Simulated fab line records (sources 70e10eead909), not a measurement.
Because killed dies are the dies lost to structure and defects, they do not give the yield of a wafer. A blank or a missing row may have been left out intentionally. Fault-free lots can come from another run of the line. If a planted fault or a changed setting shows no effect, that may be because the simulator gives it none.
A struck lot beside a sound one | flow nand_harc | 13 steps out of a route of 1302
Sound: these wafers, L581.1, L581.4, L581.6. Struck: wafer L573.6 (left out: L573.2, a lot-mate that was not struck); the cause follows at the end.
Order at every step that has rows: each side's tool, ch and its chambers, its first start. Under that, the readings that differ: sound wafers | struck wafers | difference of the means | sigmas: that difference in standard deviations of wafers without a fault.
alike: words and numbers the same on both sides, and readings whose means are apart by under 2 such deviations; not compared: readings that were withheld, readings missing a value for some wafer, numbers with overlapping values and no deviation given by the record, and bounds like >300 which may hide the same value.
The two part at a step that has a row with sigmas, a row that says differs or no value, or rows on one side only. When numbers do not overlap yet have no deviation, they are printed without sigmas and do not part them. Lack of a reading on every wafer of one side parts them only where that side has two or more wafers.

NHARC_A_SLIT_ETCH_26: etches the open film in C4F8/O2/Ar, time 90 s, target depth 400 nm.
  sound on har_etch-01 ch 0,1, day 28 07:16; struck on har_etch-02 ch 1, day 25 08:05
  reading                         | sound          | struck | difference | sigmas
  showerhead_plenum_p_Torr (Torr) | 3.62 3.62 3.62 | 3.91   | +0.29      | +2
  alike: c4f8_flow_sccm, drypump_motor_current_A, o2_flow_sccm, throttle_valve_pct
  not compared: rf_hours_counter_h
then, 1 step without rows for these wafers: NHARC_A_SLIT_STRIP_28 (strips in O2/COS).
NHARC_A_SLIT_ETCH_29: etches the open film in CF4/O2, target depth 100 nm, overetch 10 nm, time 55 s.
  sound on rie_diel-04 ch 1,3, day 28 08:07; struck on rie_diel-08 ch 0, day 25 08:57
  reading             | sound             | struck | difference | sigmas
  oes_f_703_au (a.u.) | 1.000 1.005 0.997 | 0.988  | -0.013     | -3
  alike: drypump_motor_current_A, o2_flow_sccm, oes_product_au, rf_vpp_V, showerhead_plenum_p_Torr, throttle_valve_pct
  not compared: rf_hours_counter_h
NHARC_A_SLIT_STRIP_18: strips in O2.
  sound on rie_diel-04 ch 0,2; struck on rie_diel-08 ch 3
  alike: drypump_motor_current_A, o2_flow_sccm, oes_product_au, rf_vpp_V, showerhead_plenum_p_Torr, throttle_valve_pct
  not compared: rf_hours_counter_h
then, 2 steps without rows for these wafers: NHARC_A_SLIT_PRECLEAN_19 (cleans in SC1); NHARC_A_SLIT_SRD_20.
NHARC_A_SLIT_CD_MEAS_21:
  sound: cd_sem-03 at day 28 08:39; struck: cd_sem-02 at day 25 09:29
  alike: cd_nm
then, 3 steps without rows for these wafers: NHARC_A_SIN_REMOVE_WET_00 (chemistry H3PO4, time 15300 s); NHARC_A_SIN_REMOVE_PRECLEAN_01 (cleans in SC1); NHARC_A_SIN_REMOVE_SRD_02.
NHARC_A_SIN_REMOVE_INSPECT_04:
  sound: defect_inspect-01 at day 28 15:14; struck: defect_inspect-02 at day 25 16:11
  alike: raw_defect_count
NHARC_A_WL_FILL_ALD_00: deposits Al2O3, target thk 3 nm, pulse time 3 s, ald cycles 30.
  sound on ald_hk-04 ch 0,2, day 28 15:18; struck on ald_hk-04 ch 0, day 25 16:20
  reading    | sound    | struck | difference | sigmas
  ald_cycles | 30 30 30 | 40     | +10        |
  alike: heater_power_w, precursor_pulse_height_rel
NHARC_A_WL_FILL_RTA_01: time 5 s.
  sound on rtp_anneal-02 ch 0, day 28 15:34; struck on rtp_anneal-01 ch 0, day 25 16:34
  reading             | sound    | struck | difference | sigmas
  lamp_power_pct (%)  | 32 32 32 | 25     | -7         | -2
  lamp_zone_4_pct (%) | 32 32 32 | 25     | -7         | -2
  alike: wafer_temp_C_max

## WHERE THEY PART
Earliest at NHARC_A_SLIT_ETCH_26; latest, in this record, at NHARC_A_WL_FILL_RTA_01.

WHY: what had been put in by the simulator
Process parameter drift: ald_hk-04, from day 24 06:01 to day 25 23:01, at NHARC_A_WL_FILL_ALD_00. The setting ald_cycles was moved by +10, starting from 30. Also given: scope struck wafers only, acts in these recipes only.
